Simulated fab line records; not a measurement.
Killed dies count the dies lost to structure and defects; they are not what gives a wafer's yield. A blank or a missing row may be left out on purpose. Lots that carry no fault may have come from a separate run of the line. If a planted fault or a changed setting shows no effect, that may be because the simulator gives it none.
3 desks, one fault | flow nand_harc | each desk holds nothing but its own numbers, with what lay behind them at the end

== FOR THE TOOL OWNER'S DESK: litho_track-06 ==
Per lot that ran on this tool, the mean of the sampled wafers carrying a number, from the tool's own readings at NHARC_P_M0_SOFTBAKE_04 (time 55 s). If a lot's mean is further than 4 standard deviations from the usual mean, the lot is out of limits and carries the mark OUT (the distance appears in the brackets).
Columns: A = heater_power_total_W at NHARC_P_M0_SOFTBAKE_04, usual 188.44 W
lot  | first seen here | A
L854 | day 7 00:00     | 188.45
L857 | day 7 14:00     | 188.53
L863 | day 9 18:00     | 176.80 (-83) OUT
L864 | day 9 19:00     | 176.90 (-82) OUT
This desk finds L863, L864 out of limits, L863 being first, at day 9 18:00 (heater_power_total_W at NHARC_P_M0_SOFTBAKE_04). L854, L857 stayed within limits.

== FROM THE METROLOGY DESK ==
What the gauges read for every lot (on any tool): the sampled wafers with a number, averaged. If a lot's mean is further than 4 standard deviations from the usual mean, the lot is out of limits and carries the mark OUT (the distance appears in the brackets).
Columns: A = overlay_x_nm at NHARC_P_M0_OVL_MEAS_10, usual 0.0 nm; B = overlay_y_nm at NHARC_P_M0_OVL_MEAS_10, usual -0.2 nm
lot  | first seen here | A    | B
L850 | day 5 10:10     | 0.8  | -0.1
L852 | day 6 16:37     | -0.3 | 0.5
L853 | day 6 16:59     | -1.5 | -0.3
L854 | day 7 01:26     | -0.4 | 0.0
L857 | day 7 14:39     | -0.1 | -0.7
L863 | day 9 18:38     | -0.5 | -0.8
L864 | day 9 20:08     | -0.5 | -0.6
L866 | day 10 02:42    | -1.0 | -1.1
L868 | day 10 05:35    | 1.3  | -0.2
L870 | day 10 12:13    | -0.5 | 0.2
L869 | day 10 12:34    | 0.1  | 0.5
L872 | day 11 06:33    | 0.5  | -0.1
This desk found nothing out of limits on any of the 12 lots.

== THE DEFECT DESK ==
Lot by lot, what the route's inspections counted, given as the mean of those sampled wafers with a number. If a lot's mean is further than 4 standard deviations from the usual mean, the lot is out of limits and carries the mark OUT (the distance appears in the brackets).
Columns: A = raw_defect_count at NHARC_P_M0_INSPECT_11, usual 4.0
lot  | first seen here | A
L850 | day 5 10:12     | 6.7
L852 | day 6 16:39     | 4.3
L853 | day 6 17:01     | 4.0
L854 | day 7 01:28     | 3.7
L857 | day 7 14:41     | 3.3
L863 | day 9 18:40     | 7.7
L864 | day 9 20:11     | 5.3
L866 | day 10 02:44    | 2.7
L868 | day 10 05:38    | 6.7
L870 | day 10 12:15    | 2.7
L869 | day 10 12:36    | 3.3
L872 | day 11 06:35    | 3.0
This desk found nothing out of limits on any of the 12 lots.

== ALL TOGETHER ==
An alarm could have come from the tool owner's desk at day 9 18:00, on L863, L864.
Nothing out of limits was seen by the metrology desk.
Nothing out of limits was seen by the defect desk.
The metrology desk has L863, L864 on record, within its limits.
The defect desk has L863, L864 on record, within its limits.
NHARC_P_M0_SOFTBAKE_04 was run on litho_track-06 by each of the lots named.

== WHAT THE SIMULATOR PUT IN ==
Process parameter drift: litho_track-06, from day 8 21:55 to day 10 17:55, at NHARC_P_M0_SOFTBAKE_04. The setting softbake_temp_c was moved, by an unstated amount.
Shown lots that were struck: L863, L864.
Hours from the fault's start to each desk's first reading out of limits: the tool owner's desk, 20.
